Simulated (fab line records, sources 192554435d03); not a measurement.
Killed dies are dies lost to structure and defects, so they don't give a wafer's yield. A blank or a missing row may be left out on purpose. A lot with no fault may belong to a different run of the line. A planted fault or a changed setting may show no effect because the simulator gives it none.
Matching of chambers | flow n5 finfet | 4 sister chambers for N5_BEOL_M0_SAQP_DESCUM_45 on rie diel-06
The step chemistry O2, time 7 s. 14 wafers are shown with their chamber, then 7 later ones without.

## EACH WAFER AND ITS CHAMBER
wafer  | chamber | oes product au (a.u.) | rf vpp V (V) | bias power w (W)
L076.1 | 1       | 0.70                  | 245.3        | 20.05
L076.4 | 2       | 0.93                  | 245.0        | 19.92
L076.6 | 1       | 0.69                  | 244.7        | 20.07
L079.2 | 3       | 0.93                  | 242.5        | 20.09
L079.3 | 1       | 0.69                  | 244.6        | 19.97
L079.4 | 2       | 0.92                  | 243.8        | 20.04
L080.2 | 2       | 0.91                  | 244.4        | 20.02
L080.3 | 3       | 0.93                  | 241.8        | 19.97
L080.5 | 3       | 0.93                  | 242.1        | 20.00
L084.2 | 2       | 0.89                  | 244.4        | 20.07
L084.4 | 3       | 0.91                  | 241.8        | 20.02
L084.5 | 3       | 0.92                  | 243.3        | 19.99
L085.1 | 0       | 0.81                  | 242.4        | 20.00
L085.2 | 2       | 0.91                  | 242.3        | 19.99

SIGNATURES (averages over the wafers above)
reading        | chamber 0 | chamber 1 | chamber 2 | chamber 3 | scatter within a chamber
oes product au | 0.8100    | 0.6933    | 0.9120    | 0.9240    | 0.0113
rf vpp V       | 242.400   | 244.867   | 243.980   | 242.300   | 0.782
bias power w   | 20.0000   | 20.0300   | 20.0080   | 20.0140   | 0.0522
Rule: for a wafer and a chamber, the distance is found by dividing, reading by reading, the gap between the wafer's reading and the chamber's mean by the reading's scatter, squaring, summing and taking the root. If the next closest chamber is less than 2 further off than the closest, the wafer can't be placed; otherwise it belongs to the closest. How the scatter is found: for the shown wafers, subtract from each reading the mean of its chamber, square and add these, divide the total by (wafers less chambers), then take the root.

## WAFERS WITHOUT THEIR CHAMBER
wafer  | oes product au (a.u.) | rf vpp V (V) | bias power w (W)
L085.3 | 0.68                  | 244.0        | 20.03
L095.2 | 0.87                  | 243.6        | 20.01
L095.3 | 0.79                  | 244.5        | 20.07
L095.5 | 0.86                  | 245.0        | 20.02
L097.1 | 0.88                  | 243.2        | 20.06
L097.2 | 0.87                  | 244.7        | 19.85
L097.4 | 0.79                  | 244.1        | 19.92

## CHAMBER TAKEN BY EACH
wafer  | from the rows above          | in truth
L085.3 | 1                            | 1
L095.2 | can't be placed: 2 or 3 or 0 | 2
L095.3 | 0                            | 0
L095.5 | can't be placed: 2 or 0 or 3 | 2
L097.1 | can't be placed: 2 or 3      | 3
L097.2 | can't be placed: 2 or 3 or 0 | 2
L097.4 | 0                            | 0
Correctly placed: 3 of 7. Not placeable from these rows: 4 (in 4, the candidates include the true chamber). Wrongly placed: 0.
